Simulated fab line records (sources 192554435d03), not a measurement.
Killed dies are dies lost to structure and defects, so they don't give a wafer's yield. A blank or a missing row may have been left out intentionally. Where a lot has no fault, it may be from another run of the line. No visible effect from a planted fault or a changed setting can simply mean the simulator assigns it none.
A lot that was struck, set against a sound lot || flow n5-finfet || 16 steps out of a route of 1938
Sound: the wafers L508.2, L508.3, L508.6. Struck: wafers L521.1, L521.3. (L521.4 of the same lot was not struck and is left out.) The cause comes at the end.
At each step with rows: each side's tool, then ch and its chambers, then its first start. Under that, the readings that differ: sound wafers || struck wafers || difference of the means || sigmas: that difference in standard deviations of wafers without a fault.
alike: same words and numbers on both sides, and readings whose means sit less than 2 such deviations apart. not compared: any withheld reading, any reading some wafer has no value for, any bound like >300 that may hide the same value, and any number with overlapping values for which the record gives no deviation.
Wherever a step has rows on one side only, a row that says differs or no value, or a row with sigmas, the two part there. When numbers do not overlap yet have no deviation, they are printed without sigmas and do not part them. Lack of a reading on every wafer of one side parts them only where that side has two or more wafers.

first, 1 step without rows for these wafers: N5_HKMG_FIN_ETCH_35 (etches SOC in N2/H2, target depth 215.8 nm, time 243.4 s).
N5_HKMG_FIN_STRIP_92: strips SOC in N2/H2, time 20 s.
  sound on rie-diel-03 ch 1,3, day 4 20:22; struck on rie-diel-03 ch 2,3, day 8 05:59
  alike: drypump-motor-current-A, oes-product-au, rf-vpp-V, showerhead-plenum-p-Torr, throttle-valve-pct
  not compared: rf-hours-counter-h
then, 2 steps without rows for these wafers: N5_HKMG_FIN_WET_ETCH_18 (etches TiN in SC1, time 55 s, target depth 5.2 nm, rinse time 30 s); N5_HKMG_FIN_STRIP_19 (strips in N2/H2, time 360 s).
N5_HKMG_FIN_ALD_91: deposits TiN, target thk 1 nm, pulse time 1 s, purge time 3 s.
  sound on ald-metal-04 ch 1,3, day 4 20:54; struck on ald-metal-04 ch 1,3, day 8 06:31
  alike: heater-power-w, precursor-pulse-height-rel
then, 2 steps without rows for these wafers: N5_HKMG_FIN_COAT_85 (time 60 s, resist thk 300 nm); N5_HKMG_FIN_ETCH_86 (etches SOC in N2/H2, stops on TiN, target depth 393.2 nm).
N5_HKMG_FIN_STRIP_89: strips SOC in N2/H2, time 20 s.
  sound on rie-diel-03 ch 0,3, day 4 21:21; struck on rie-diel-03 ch 0,2, day 8 07:08
  alike: drypump-motor-current-A, oes-product-au, rf-vpp-V, showerhead-plenum-p-Torr, throttle-valve-pct
  not compared: rf-hours-counter-h
then, 2 steps without rows for these wafers: N5_HKMG_FIN_WET_ETCH_87 (etches TiN in SC1, time 154.2 s, target depth 4.7 nm, rinse time 30 s); N5_HKMG_FIN_STRIP_88 (strips in N2/H2, time 360 s).
N5_HKMG_FIN_NWFM_ALD_20: deposits TiAlC, target thk 2 nm, pulse time 3 s, purge time 2 s.
  sound on ald-metal-04 ch 1,2,3, day 4 21:56; struck on ald-metal-04 ch 1,2, day 8 07:54
  alike: heater-power-w, precursor-pulse-height-rel
then, 1 step without rows for these wafers: N5_HKMG_FIN_ALD_71 (deposits TiN, target thk 1 nm, pulse time 1 s, purge time 3 s).
N5_HKMG_FIN_COAT_66: time 60 s, resist thk 300 nm.
  sound on litho-track-02 ch 0, day 4 22:19; struck on litho-track-02 ch 0, day 8 08:16
{"reading": "run-length-s (s)", "sound": "66.15 66.33 66.27", "struck": "76.36 76.32", "difference": "+10.09", "sigmas": "+78"}
N5_HKMG_FIN_ETCH_67: etches SOC in N2/H2, stops on TiN, target depth 388.9 nm.
  sound on rie-diel-03 ch 1,2, day 4 22:23; struck on rie-diel-01 ch 1,3, day 8 08:20
  alike: bias-w, drypump-motor-current-A, oes-product-au, rf-vpp-V, showerhead-plenum-p-Torr, throttle-valve-pct
  not compared: rf-hours-counter-h
-- a jump in the record: the struck wafers' starts before and after are 4 days apart (it breaks off in module HKMG_FIN and resumes in module BEOL_M4, where the first step shown is number 1111 of the route) --
N5_BEOL_M4_RC_MEAS_101:
  sound on prober-01 ch 0, day 8 20:35; struck on prober-02 ch 0, day 11 22:40
  alike: DIBL_N, DIBL_P, IOFF_N, IOFF_P, ION_N, ION_P, SS_N, SS_P, VT_N, VT_P
-- a jump in the record: the struck wafers' starts before and after are 5 days apart (it breaks off in module BEOL_M4 and resumes in module PASSIVATION, where the first step shown is number 1936 of the route) --
N5_PASSIVATION_PROBE_49:
  record: rows for the struck wafers here (prober-02, day 16 20:34), none for the sound ones

== WHERE THEY PART ==
At N5_HKMG_FIN_COAT_66 first; at N5_PASSIVATION_PROBE_49 last (within this record only).

WHY: what had been put in by the simulator
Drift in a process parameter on litho-track-02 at N5_HKMG_FIN_COAT_66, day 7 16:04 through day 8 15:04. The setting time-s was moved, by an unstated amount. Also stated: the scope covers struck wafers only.
